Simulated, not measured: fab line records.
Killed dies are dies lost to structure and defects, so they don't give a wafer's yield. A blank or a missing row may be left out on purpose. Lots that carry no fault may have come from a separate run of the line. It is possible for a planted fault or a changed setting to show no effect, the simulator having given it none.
One fault seen from 2 desks | flow n5-finfet | each desk has only its own numbers; what lay behind them comes last

## AT THE TOOL OWNER'S DESK: pvd-sputter-01
The tool's own readings at N5_BEOL_M8_HM_DEP_02 (deposits TiN, target thk 20 nm): means of the sampled wafers that have a number, for each lot that ran on this tool. The brackets show how far a lot's mean lies from the usual mean; more than 4 standard deviations puts the lot out of limits, marked OUT.
Columns: A = throttle-valve-pct at N5_BEOL_M8_HM_DEP_02, usual 29.8 %
lot  | first seen here | A
L105 | day 12 18:40    | 30.1
L109 | day 14 22:32    | 29.3
L110 | day 14 23:41    | 29.2
L115 | day 15 07:35    | 30.5
L114 | day 15 21:33    | 29.8
Result from this desk: across the 5 lots, nothing is out of limits.

## METROLOGY DESK
What the gauges read, lot by lot, whatever tool the lot ran on: means of the sampled wafers that have a number. The brackets show how far a lot's mean lies from the usual mean; more than 4 standard deviations puts the lot out of limits, marked OUT. Shown are 7 of the 12 readings it has, namely the first that went out of limits plus those furthest out on some lot.
Columns: A = DIBL_N at N5_BEOL_M4_RC_MEAS_101, usual 36.0 mV/V; B = DIBL_P at N5_BEOL_M4_RC_MEAS_101, usual 35.6 mV/V; C = IOFF_N at N5_BEOL_M4_RC_MEAS_101, usual 0.15 nA/um; D = ION_N at N5_BEOL_M4_RC_MEAS_101, usual 668 uA/um; E = SS_P at N5_BEOL_M4_RC_MEAS_101, usual 73.4 mV/dec; F = trench-depth-nm at N5_BEOL_M8_OCD_MEAS_38, usual 93.4 nm; G = M8_THK at N5_BEOL_M8_THK_MEAS_53, usual 78.7 nm
lot  | first seen here | A    | B    | C    | D   | E    | F              | G
L103 | day 11 01:13    | 37.4 | 38.5 | 0.18 | 679 | 73.6 | 93.9           | 78.1
L105 | day 11 08:01    | 33.7 | 32.9 | 0.12 | 658 | 72.7 | 92.5           | 78.2
L109 | day 13 07:22    | 37.8 | 36.1 | 0.16 | 668 | 73.9 | 95.6           | 80.6
L110 | day 13 16:12    | 37.5 | 38.2 | 0.19 | 684 | 73.6 | 59.4 (-19) OUT | 77.1
L115 | day 14 02:08    | 38.5 | 37.7 | 0.17 | 672 | 74.2 | 18.7 (-42) OUT | -
L117 | day 14 10:26    | 35.6 | 35.0 | 0.14 | 665 | 73.8 | 95.5           | 82.7
L114 | day 14 11:08    | 37.8 | 35.9 | 0.16 | 674 | 73.6 | 52.0 (-23) OUT | 77.9
L118 | day 14 13:58    | 36.9 | 36.4 | 0.17 | 678 | 73.8 | 94.9           | 81.2
This desk finds L110, L114, L115 out of limits, L110 being first, at day 15 03:58 (trench-depth-nm at N5_BEOL_M8_OCD_MEAS_38). L103, L105, L109, L117, L118 stayed within limits.

## BROUGHT TOGETHER
On L110, L114, L115, the metrology desk was in a position to raise an alarm at day 15 03:58.
Nothing out of limits was seen by the tool owner's desk.
Tool owner's desk: L110, L114, L115 on record, inside its limits.
Every lot named ran N5_BEOL_M8_HM_DEP_02 on pvd-sputter-01.

## WHAT THE SIMULATOR PUT IN
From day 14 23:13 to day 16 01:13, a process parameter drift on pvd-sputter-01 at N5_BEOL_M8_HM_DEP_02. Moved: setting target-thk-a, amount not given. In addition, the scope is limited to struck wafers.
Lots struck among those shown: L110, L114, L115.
Per desk, hours elapsed from the start of the fault to the first reading out of limits: for the metrology desk, 5.
